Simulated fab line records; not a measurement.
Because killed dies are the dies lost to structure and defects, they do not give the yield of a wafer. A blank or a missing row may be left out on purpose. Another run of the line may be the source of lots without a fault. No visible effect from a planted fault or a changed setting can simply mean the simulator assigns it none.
A lot that was struck, set against a sound lot || flow n5_finfet || 15 out of 1938 route steps
Sound: these wafers, L698.2, L698.5, L698.6. Struck: wafers L711.2, L711.6. The cause comes at the end.
Each step with rows lists, per side, the tool, then ch with its chambers, then its first start. Under that, the readings that differ: sound wafers || struck wafers || difference of the means || sigmas: that difference in standard deviations of wafers without a fault.
alike: same words and numbers on both sides, and readings whose means sit less than 2 such deviations apart. not compared: any withheld reading, any reading some wafer has no value for, any bound like >300 that may hide the same value, and any number with overlapping values for which the record gives no deviation.
The two part at a step that has a row with sigmas, a row that says differs or no value, or rows on one side only. Non-overlapping numbers with no deviation appear without sigmas and do not part them. A reading that every wafer of one side lacks parts them only if that side has two wafers or more.

N5_BEOL_M10_STRIP_77: strips in N2/H2, time 10 s.
  sound: rie_diel-03 ch 0,1,2; struck: rie_diel-03 ch 0,3
  alike: drypump_motor_current_A, h2_flow_sccm, oes_product_au, rf_vpp_V, showerhead_plenum_p_Torr, throttle_valve_pct
  not compared: rf_hours_counter_h
N5_BEOL_M10_OCD_MEAS_38:
  sound on ocd-01 at day 11 04:55; struck on ocd-01 at day 14 11:36
  alike: trench_depth_nm
then, 4 steps without rows for these wafers: N5_BEOL_M10_HM_STRIP_39 (strips TiN in peroxide tin strip, target depth 25 nm, time 158 s); N5_BEOL_M10_SRD_40 (time 30 s); N5_BEOL_M10_PRECLEAN_42 (cleans in residue remover, time 60 s); N5_BEOL_M10_SRD_43 (time 30 s).
N5_BEOL_M10_CD_MEAS_35: target cd 70 nm.
  sound on cd_sem-03 at day 11 05:04; struck on cd_sem-02 at day 14 11:46
  alike: cd_nm
N5_BEOL_M10_CURE_72: cures SiCOH lowk, time 120 s.
  sound on uv_cure-02 ch 0, day 11 05:09; struck on uv_cure-01 ch 2, day 14 12:02
  alike: lamp_power_pct, wafer_temp_C_max
then, 1 step without rows for these wafers: N5_BEOL_M10_DEGAS_44 (time 60 s).
N5_BEOL_M10_PRE_CLEAN_45: time 30 s.
  sound on pvd_sputter-03 at day 11 05:40; struck on pvd_sputter-03 at day 14 12:22
  alike: heater_power_w
then, 1 step without rows for these wafers: N5_BEOL_M10_ALD_74 (deposits TaN, target thk 2 nm, pulse time 2 s, purge time 3 s).
N5_BEOL_M10_SURFACE_TREAT_76:
  sound on pvd_sputter-01 at day 11 06:05; struck on pvd_sputter-01 at day 14 12:44
  not compared: throttle_valve_pct
N5_BEOL_M10_CVD_75: deposits Co from CCTBA/H2, target thk 2 nm, time 138.9 s.
  sound on cvd_co-01 ch 0,1,2, day 11 06:09; struck on cvd_co-01 ch 0,2, day 14 12:52
{"reading": "run_length_s (s)", "sound": "161.3 162.1 161.1", "struck": "158.9 159.0", "difference": -2.6, "sigmas": -6}
  not compared: since_wet_clean_h
N5_BEOL_M10_SPUTTER_48: material Cu, target thk 12 nm, time 2 s.
  sound on pvd_sputter-01 at day 11 06:31; struck on pvd_sputter-01 at day 14 13:00
  alike: throttle_valve_pct
-- record jumps: 3 days separate the struck wafers' starts on either side; left off in module BEOL_M10, taken up again in module PASSIVATION, whose first shown step is the route's number 1936 --
N5_PASSIVATION_PROBE_49:
  rows exist in the record for the struck wafers here (prober-02, day 17 02:30), but not for the sound ones

WHERE THEY PART
Earliest at N5_BEOL_M10_CVD_75; latest, in this record, at N5_PASSIVATION_PROBE_49.

WHY: whatever the simulator had introduced
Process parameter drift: cvd_co-01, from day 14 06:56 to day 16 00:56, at N5_BEOL_M10_CVD_75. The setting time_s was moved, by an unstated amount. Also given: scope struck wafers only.
